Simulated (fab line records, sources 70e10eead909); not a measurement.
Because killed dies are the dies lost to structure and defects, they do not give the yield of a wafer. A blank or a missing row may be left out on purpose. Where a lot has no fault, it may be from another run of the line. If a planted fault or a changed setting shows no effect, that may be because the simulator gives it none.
Matching of chambers | flow nand-harc | NHARC_A_CONTACT_ETCH_92 on rie-diel-05 has 4 sister chambers
The step etches the open film in CH3F/O2, target depth 40 nm, time 85.7 s. 4 wafers are shown with their chamber, then 7 later ones without.

== WAFERS, EACH WITH ITS CHAMBER ==
wafer  | chamber | showerhead-plenum-p-Torr (Torr)
L921.1 | 3       | 2.37
L921.6 | 0       | 2.40
L920.2 | 2       | 2.44
L920.3 | 1       | 2.57

== WAFERS WHOSE CHAMBER IS MISSING ==
wafer  | showerhead-plenum-p-Torr (Torr)
L920.5 | 2.40
L924.2 | 2.44
L924.3 | 2.40
L924.4 | 2.36
L931.1 | 2.39
L931.3 | 2.44
L931.5 | 2.44

== THE CHAMBER EACH PASSED THROUGH ==
wafer  | from the rows above     | in truth
L920.5 | 0                       | 0
L924.2 | 2                       | 2
L924.3 | 0                       | 0
L924.4 | 3                       | 3
L931.1 | can't be placed: 0 or 3 | 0
L931.3 | 2                       | 2
L931.5 | 2                       | 2
Correctly placed: 6 of 7. Not placeable from these rows: 1 (in 1, the candidates include the true chamber). Placed wrongly: 0.
How it was worked out, from the rows above alone: a wafer's distance from a chamber is the root of the sum, over the readings, of the square of ((its reading less the chamber's mean) divided by the reading's scatter). If the next closest chamber is less than 2 further off than the closest, the wafer can't be placed; otherwise it belongs to the closest. Each chamber's mean is taken over the wafers shown for it. The scatter (one wafer shown for each chamber): square how far every hidden wafer sits from the nearest shown wafer, average those squares and take the square root.
